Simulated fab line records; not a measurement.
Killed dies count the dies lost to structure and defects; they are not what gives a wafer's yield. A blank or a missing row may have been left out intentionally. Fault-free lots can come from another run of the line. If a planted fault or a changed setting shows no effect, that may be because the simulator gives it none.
The tool behind it: which one? || flow nandHarc || 13 lots, 39 wafers sampled, at 5 steps of a route of 1302

## WHAT THE GAUGES SHOWED, per wafer
NHARC_A_BONDPAD_INSPECT_23.
{"lot": "L390", "measured": "day 23 09:38", "on": "defectInspect-01", "rawDefectCount": "412 430 414"}
{"lot": "L391", "measured": "day 23 12:08", "on": "defectInspect-01", "rawDefectCount": "594 549 478"}
{"lot": "L392", "measured": "day 23 16:17", "on": "defectInspect-02", "rawDefectCount": "557 443 539"}
{"lot": "L393", "measured": "day 24 05:31", "on": "defectInspect-01", "rawDefectCount": "527 541 467"}
{"lot": "L394", "measured": "day 24 16:41", "on": "defectInspect-01", "rawDefectCount": "545 559 694"}
{"lot": "L395", "measured": "day 25 18:29", "on": "defectInspect-02", "rawDefectCount": "425 398 481"}
{"lot": "L397", "measured": "day 26 03:16", "on": "defectInspect-02", "rawDefectCount": "742 727 831"}
{"lot": "L398", "measured": "day 26 09:23", "on": "defectInspect-02", "rawDefectCount": "515 518 455"}
{"lot": "L399", "measured": "day 27 04:58", "on": "defectInspect-01", "rawDefectCount": "537 598 730"}
{"lot": "L401", "measured": "day 27 11:54", "on": "defectInspect-02", "rawDefectCount": "504 555 732"}
{"lot": "L403", "measured": "day 28 15:28", "on": "defectInspect-02", "rawDefectCount": "391 467 324"}
{"lot": "L412", "measured": "day 32 18:13", "on": "defectInspect-02", "rawDefectCount": "630 556 619"}
{"lot": "L411", "measured": "day 31 23:52", "on": "defectInspect-02", "rawDefectCount": "447 590 615"}

NHARC_END_SORT_01.
{"lot": "L401", "measured": "day 28 17:55", "on": "prober-02", "killedAtArray": "57 72 54", "killedAtOther": "5 2 0", "killedAtPeriphery": "615 603 623", "killedDies": "677 677 677", "killedOpen": "3 3 6", "killedShort": "2 6 3"}
{"lot": "L403", "measured": "day 29 16:42", "on": "prober-01", "killedAtArray": "41 60 35", "killedAtOther": "1 0 0", "killedAtPeriphery": "635 617 642", "killedDies": "677 677 677", "killedOpen": "2 0 4", "killedShort": "0 7 0"}

## WHICH TOOL RAN EACH LOT (tool, then ch and the chambers of the sampled wafers, then the start)
{"lot": "L390", "NHARC_P_GATE_EXPOSE_88": "krfScanner-02 ch 0, day 5 21:17", "NHARC_THIN_TSV_DESCUM_14": "rieDiel-03 ch 1,2,3, day 23 22:32", "NHARC_THIN_TSV_STRIP_62": "plasmaAsher-01 ch 0,1, day 24 01:12"}
{"lot": "L391", "NHARC_P_GATE_EXPOSE_88": "krfScanner-04 ch 0, day 6 15:01", "NHARC_THIN_TSV_DESCUM_14": "rieDiel-09 ch 1,2,3, day 23 23:43", "NHARC_THIN_TSV_STRIP_62": "plasmaAsher-02 ch 0,1, day 24 02:09"}
{"lot": "L392", "NHARC_P_GATE_EXPOSE_88": "krfScanner-04 ch 0, day 6 16:52", "NHARC_THIN_TSV_DESCUM_14": "rieDiel-03 ch 2,3, day 24 08:40", "NHARC_THIN_TSV_STRIP_62": "plasmaAsher-02 ch 0,1, day 24 11:30"}
{"lot": "L393", "NHARC_P_GATE_EXPOSE_88": "krfScanner-04 ch 0, day 6 22:42", "NHARC_THIN_TSV_DESCUM_14": "rieDiel-03 ch 2,3, day 24 17:56", "NHARC_THIN_TSV_STRIP_62": "plasmaAsher-01 ch 0,1, day 24 20:45"}
{"lot": "L394", "NHARC_P_GATE_EXPOSE_88": "krfScanner-02 ch 0, day 7 05:29", "NHARC_THIN_TSV_DESCUM_14": "rieDiel-09 ch 0,1,3, day 25 05:17", "NHARC_THIN_TSV_STRIP_62": "plasmaAsher-02 ch 0,1, day 25 07:48"}
{"lot": "L395", "NHARC_P_GATE_EXPOSE_88": "krfScanner-04 ch 0, day 7 18:17", "NHARC_THIN_TSV_DESCUM_14": "rieDiel-08 ch 0,1,2, day 26 04:29", "NHARC_THIN_TSV_STRIP_62": "plasmaAsher-01 ch 0,1, day 26 07:18"}
{"lot": "L397", "NHARC_P_GATE_EXPOSE_88": "krfScanner-04 ch 0, day 8 19:34", "NHARC_THIN_TSV_DESCUM_14": "rieDiel-03 ch 0,2, day 26 15:33", "NHARC_THIN_TSV_STRIP_62": "plasmaAsher-01 ch 0,1, day 26 18:07"}
{"lot": "L398", "NHARC_P_GATE_EXPOSE_88": "krfScanner-03 ch 0, day 8 19:47", "NHARC_THIN_TSV_DESCUM_14": "rieDiel-08 ch 0,2,3, day 26 22:05", "NHARC_THIN_TSV_STRIP_62": "plasmaAsher-02 ch 0,1, day 27 00:30"}
{"lot": "L399", "NHARC_P_GATE_EXPOSE_88": "krfScanner-04 ch 0, day 9 21:23", "NHARC_THIN_TSV_DESCUM_14": "rieDiel-08 ch 0,1,3, day 27 18:24", "NHARC_THIN_TSV_STRIP_62": "plasmaAsher-01 ch 1, day 27 20:50"}
{"lot": "L401", "NHARC_P_GATE_EXPOSE_88": "krfScanner-04 ch 0, day 10 06:06", "NHARC_THIN_TSV_DESCUM_14": "rieDiel-08 ch 0,2,3, day 28 01:04", "NHARC_THIN_TSV_STRIP_62": "plasmaAsher-02 ch 0,1, day 28 03:30"}
{"lot": "L403", "NHARC_P_GATE_EXPOSE_88": "krfScanner-04 ch 0, day 10 21:04", "NHARC_THIN_TSV_DESCUM_14": "rieDiel-03 ch 1,2,3, day 29 02:25", "NHARC_THIN_TSV_STRIP_62": "plasmaAsher-01 ch 0,1, day 29 04:51"}
{"lot": "L412", "NHARC_P_GATE_EXPOSE_88": "krfScanner-03 ch 0, day 14 19:07", "NHARC_THIN_TSV_DESCUM_14": "rieDiel-08 ch 0,2,3, day 33 06:40", "NHARC_THIN_TSV_STRIP_62": "plasmaAsher-01 ch 0,1, day 33 09:40"}
{"lot": "L411", "NHARC_P_GATE_EXPOSE_88": "krfScanner-03 ch 0, day 14 19:49", "NHARC_THIN_TSV_DESCUM_14": "rieDiel-09 ch 0,1, day 32 21:02", "NHARC_THIN_TSV_STRIP_62": "plasmaAsher-02 ch 0,1, day 32 23:29"}
- NHARC_P_GATE_EXPOSE_88: exposes mask P HVN, target cd 2000 nm.
- NHARC_THIN_TSV_DESCUM_14: chemistry O2, time 3 s.
- NHARC_THIN_TSV_STRIP_62: strips in N2/H2, time 20 s.

## AS READ BY THE TOOLS THEMSELVES (means over the sampled wafers that have a number; for cases with no such wafer, the mark the record gives instead)
NHARC_P_GATE_EXPOSE_88.
{"lot": "L390", "tool": "krfScanner-02", "stageVelMmS (mm/s)": 499.75}
{"lot": "L391", "tool": "krfScanner-04", "stageVelMmS (mm/s)": 500.21}
{"lot": "L392", "tool": "krfScanner-04", "stageVelMmS (mm/s)": 500.18}
{"lot": "L393", "tool": "krfScanner-04", "stageVelMmS (mm/s)": 499.81}
{"lot": "L394", "tool": "krfScanner-02", "stageVelMmS (mm/s)": 500.01}
{"lot": "L395", "tool": "krfScanner-04", "stageVelMmS (mm/s)": 500.12}
{"lot": "L397", "tool": "krfScanner-04", "stageVelMmS (mm/s)": 500.23}
{"lot": "L398", "tool": "krfScanner-03", "stageVelMmS (mm/s)": 500.40}
{"lot": "L399", "tool": "krfScanner-04", "stageVelMmS (mm/s)": 499.96}
{"lot": "L401", "tool": "krfScanner-04", "stageVelMmS (mm/s)": 500.33}
{"lot": "L403", "tool": "krfScanner-04", "stageVelMmS (mm/s)": 500.15}
{"lot": "L412", "tool": "krfScanner-03", "stageVelMmS (mm/s)": 499.86}
{"lot": "L411", "tool": "krfScanner-03", "stageVelMmS (mm/s)": 499.76}

NHARC_THIN_TSV_DESCUM_14.
{"lot": "L390", "tool": "rieDiel-03", "drypumpMotorCurrentA (A)": 5.6, "oesProductAu (a.u.)": 0.999, "rfVppV (V)": 58.8, "showerheadPlenumPTorr (Torr)": 1.92, "throttleValvePct (%)": 11.315}
{"lot": "L391", "tool": "rieDiel-09", "drypumpMotorCurrentA (A)": 5.5, "oesProductAu (a.u.)": 1.005, "rfVppV (V)": 58.3, "showerheadPlenumPTorr (Torr)": 1.91, "throttleValvePct (%)": 11.316}
{"lot": "L392", "tool": "rieDiel-03", "drypumpMotorCurrentA (A)": 5.4, "oesProductAu (a.u.)": 0.998, "rfVppV (V)": 58.0, "showerheadPlenumPTorr (Torr)": 1.85, "throttleValvePct (%)": 11.303}
{"lot": "L393", "tool": "rieDiel-03", "drypumpMotorCurrentA (A)": 5.4, "oesProductAu (a.u.)": 1.012, "rfVppV (V)": 57.0, "showerheadPlenumPTorr (Torr)": 1.85, "throttleValvePct (%)": 11.313}
{"lot": "L394", "tool": "rieDiel-09", "drypumpMotorCurrentA (A)": 5.8, "oesProductAu (a.u.)": 1.004, "rfVppV (V)": 58.2, "showerheadPlenumPTorr (Torr)": 1.90, "throttleValvePct (%)": 11.309}
{"lot": "L395", "tool": "rieDiel-08", "drypumpMotorCurrentA (A)": 6.3, "oesProductAu (a.u.)": 0.996, "rfVppV (V)": 57.1, "showerheadPlenumPTorr (Torr)": 1.83, "throttleValvePct (%)": 11.309}
{"lot": "L397", "tool": "rieDiel-03", "drypumpMotorCurrentA (A)": 6.0, "oesProductAu (a.u.)": 1.001, "rfVppV (V)": 57.8, "showerheadPlenumPTorr (Torr)": 1.83, "throttleValvePct (%)": 11.314}
{"lot": "L398", "tool": "rieDiel-08", "drypumpMotorCurrentA (A)": 5.9, "oesProductAu (a.u.)": 1.001, "rfVppV (V)": 57.7, "showerheadPlenumPTorr (Torr)": 1.90, "throttleValvePct (%)": 11.305}
{"lot": "L399", "tool": "rieDiel-08", "drypumpMotorCurrentA (A)": 6.2, "oesProductAu (a.u.)": 1.003, "rfVppV (V)": 57.9, "showerheadPlenumPTorr (Torr)": 1.88, "throttleValvePct (%)": 11.303}
{"lot": "L401", "tool": "rieDiel-08", "drypumpMotorCurrentA (A)": 5.8, "oesProductAu (a.u.)": 0.996, "rfVppV (V)": 57.4, "showerheadPlenumPTorr (Torr)": 1.90, "throttleValvePct (%)": 11.318}
{"lot": "L403", "tool": "rieDiel-03", "drypumpMotorCurrentA (A)": 5.6, "oesProductAu (a.u.)": 1.006, "rfVppV (V)": 57.4, "showerheadPlenumPTorr (Torr)": 1.91, "throttleValvePct (%)": 11.309}
{"lot": "L412", "tool": "rieDiel-08", "drypumpMotorCurrentA (A)": 5.9, "oesProductAu (a.u.)": 0.999, "rfVppV (V)": 57.0, "showerheadPlenumPTorr (Torr)": 1.90, "throttleValvePct (%)": 11.312}
{"lot": "L411", "tool": "rieDiel-09", "drypumpMotorCurrentA (A)": 5.9, "oesProductAu (a.u.)": 0.998, "rfVppV (V)": 57.8, "showerheadPlenumPTorr (Torr)": 1.84, "throttleValvePct (%)": 11.312}

NHARC_THIN_TSV_STRIP_62.
{"lot": "L390", "tool": "plasmaAsher-01", "drypumpMotorCurrentA (A)": 5.3, "heaterPowerW (W)": 294}
{"lot": "L391", "tool": "plasmaAsher-02", "drypumpMotorCurrentA (A)": 5.8, "heaterPowerW (W)": 359}
{"lot": "L392", "tool": "plasmaAsher-02", "drypumpMotorCurrentA (A)": 5.7, "heaterPowerW (W)": 357}
{"lot": "L393", "tool": "plasmaAsher-01", "drypumpMotorCurrentA (A)": 5.3, "heaterPowerW (W)": 290}
{"lot": "L394", "tool": "plasmaAsher-02", "drypumpMotorCurrentA (A)": 5.5, "heaterPowerW (W)": 378}
{"lot": "L395", "tool": "plasmaAsher-01", "drypumpMotorCurrentA (A)": 5.3, "heaterPowerW (W)": 291}
{"lot": "L397", "tool": "plasmaAsher-01", "drypumpMotorCurrentA (A)": 5.5, "heaterPowerW (W)": 298}
{"lot": "L398", "tool": "plasmaAsher-02", "drypumpMotorCurrentA (A)": 5.5, "heaterPowerW (W)": 381}
{"lot": "L399", "tool": "plasmaAsher-01", "drypumpMotorCurrentA (A)": 5.6, "heaterPowerW (W)": 301}
{"lot": "L401", "tool": "plasmaAsher-02", "drypumpMotorCurrentA (A)": 5.5, "heaterPowerW (W)": 383}
{"lot": "L403", "tool": "plasmaAsher-01", "drypumpMotorCurrentA (A)": 5.5, "heaterPowerW (W)": 291}
{"lot": "L412", "tool": "plasmaAsher-01", "drypumpMotorCurrentA (A)": 5.3, "heaterPowerW (W)": 296}
{"lot": "L411", "tool": "plasmaAsher-02", "drypumpMotorCurrentA (A)": 5.5, "heaterPowerW (W)": 377}

## THE ANSWER, worked out from the rows above alone
Rule: the usual values come from the lots themselves. Put in order of their means at a reading, lots are off if they are a third of the lots or fewer, leave a main group of 4 or more, and stand apart from it by a gap of 3 or more times the standard deviation of the main group's means; of several such gaps the widest counts. A main group whose means are all the same, to the digits that the tables above print for the reading, isn't used. Also off: a lot with no number at a reading for which 4 or more lots have one. All remaining lots with rows at the step are treated as sound. Order of review: gauges by route order, followed by the tools' own readings, for which a lot's mean as printed above is used. The first step at which some lot is off is used, and at that step the reading that is off furthest; a lot without a number counts as furthest.
No lot is off at any reading shown: from this, nothing can be told.

## WHAT HAD BEEN PUT IN BY THE SIMULATOR
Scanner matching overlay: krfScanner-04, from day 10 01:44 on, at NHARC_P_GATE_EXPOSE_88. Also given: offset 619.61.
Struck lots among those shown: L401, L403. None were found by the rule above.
